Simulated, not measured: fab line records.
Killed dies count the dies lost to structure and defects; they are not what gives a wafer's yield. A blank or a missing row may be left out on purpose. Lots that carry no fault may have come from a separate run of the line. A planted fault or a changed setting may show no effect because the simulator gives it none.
Which tool is to blame? ; flow n5-finfet ; Sampling: 10 lots, 28 wafers, 4 of 1938 route steps

## WHAT EACH GAUGE READ, for each wafer
N5_BEOL_M4_RC_MEAS_101.
lot;measured;on;VT_N_LONG (mV)
L834;day 9 04:32;prober-02;272.8 273.7 278.4
L836;day 9 15:00;prober-01;276.4 277.0 275.9
L838;day 9 15:44;prober-02;272.0 271.2 272.9
L839;day 9 21:05;prober-01;274.8 276.4 271.8
L840;day 10 03:28;prober-01;275.0 274.6 276.0
L841;day 11 02:48;prober-01;275.7 277.2 278.1
L843;day 11 12:47;prober-02;275.7 275.7 276.7
L852;day 13 09:28;prober-02;271.7 319.1
L854;day 14 06:13;prober-02;325.5 277.7
L855;day 14 05:49;prober-01;275.8 275.2 278.2

## TOOL THAT RAN EACH LOT (tool first, then ch and the chambers of the sampled wafers, then the start)
lot;N5_HKMG_FIN_NWFM_ALD_20;N5_HKMG_FIN_ALD_71;N5_HKMG_FIN_STRIP_69
L834;ald-metal-02 ch 0,1,3, day 4 16:05;ald-metal-02 ch 0,1,3, day 4 16:11;plasma-asher-01 ch 0,1, day 4 16:53
L836;ald-metal-03 ch 0,3, day 5 07:30;ald-metal-03 ch 0,3, day 5 07:35;plasma-asher-01 ch 0,1, day 5 08:18
L838;ald-metal-02 ch 0,2,3, day 5 12:18;ald-metal-02 ch 0,2,3, day 5 12:24;plasma-asher-02 ch 0,1, day 5 13:06
L839;ald-metal-02 ch 0,1, day 5 16:09;ald-metal-02 ch 0,1, day 5 16:15;plasma-asher-02 ch 0,1, day 5 17:10
L840;ald-metal-02 ch 0,1,3, day 5 22:01;ald-metal-02 ch 0,1,3, day 5 22:07;plasma-asher-02 ch 0,1, day 5 22:48
L841;ald-metal-03 ch 1,2,3, day 6 03:27;ald-metal-03 ch 1,2,3, day 6 03:33;plasma-asher-01 ch 0,1, day 6 04:16
L843;ald-metal-02 ch 2,3, day 6 19:47;ald-metal-02 ch 2,3, day 6 19:53;plasma-asher-01 ch 0,1, day 6 20:35
L852;ald-metal-03 ch 0,3, day 8 23:19;ald-metal-03 ch 0,3, day 8 23:29;plasma-asher-02 ch 0,1, day 9 00:19
L854;ald-metal-03 ch 0,3, day 9 13:21;ald-metal-03 ch 0,3, day 9 13:27;plasma-asher-02 ch 0,1, day 9 14:09
L855;ald-metal-02 ch 0,1, day 9 17:31;ald-metal-02 ch 0,1, day 9 17:37;plasma-asher-02 ch 0,1, day 9 18:19
- N5_HKMG_FIN_NWFM_ALD_20: deposits TiAlC, target thk 2 nm, pulse time 3 s, purge time 2 s.
- N5_HKMG_FIN_ALD_71: deposits TiN, target thk 1 nm, pulse time 1 s, purge time 3 s.
- N5_HKMG_FIN_STRIP_69: strips in N2/H2, time 360 s.

## THE ANSWER, worked out from the rows above alone
Rule: the lots themselves supply what counts as usual. The widest of any qualifying gaps counts: lots, ordered by their means at a reading, are off when they make up no more than a third of the lots, leave a main group of 4 or more, and stand apart from it by 3 or more times the standard deviation of that group's means. The tables above print the reading to a certain number of digits; a main group whose means all agree to those digits is not used. A lot without any number at a reading at which 4 lots or more have one is off too. Any other lot the step has rows for is counted as sound.
Off: L852, L854, at N5_BEOL_M4_RC_MEAS_101 (VT_N_LONG). The main group: mean 275.3 mV, standard deviation 1.5.
If a tool, at a process step before that reading, ran all the lots that are off and no sound lot after the first of them, it fits. The gauges at N5_BEOL_M4_RC_MEAS_101 are tried like those tools. This does not decide it: 2 tools fit, namely ald-metal-03 at N5_HKMG_FIN_NWFM_ALD_20 and N5_HKMG_FIN_ALD_71 and prober-02 at N5_BEOL_M4_RC_MEAS_101.

## WHAT THE SIMULATOR HAD PUT IN
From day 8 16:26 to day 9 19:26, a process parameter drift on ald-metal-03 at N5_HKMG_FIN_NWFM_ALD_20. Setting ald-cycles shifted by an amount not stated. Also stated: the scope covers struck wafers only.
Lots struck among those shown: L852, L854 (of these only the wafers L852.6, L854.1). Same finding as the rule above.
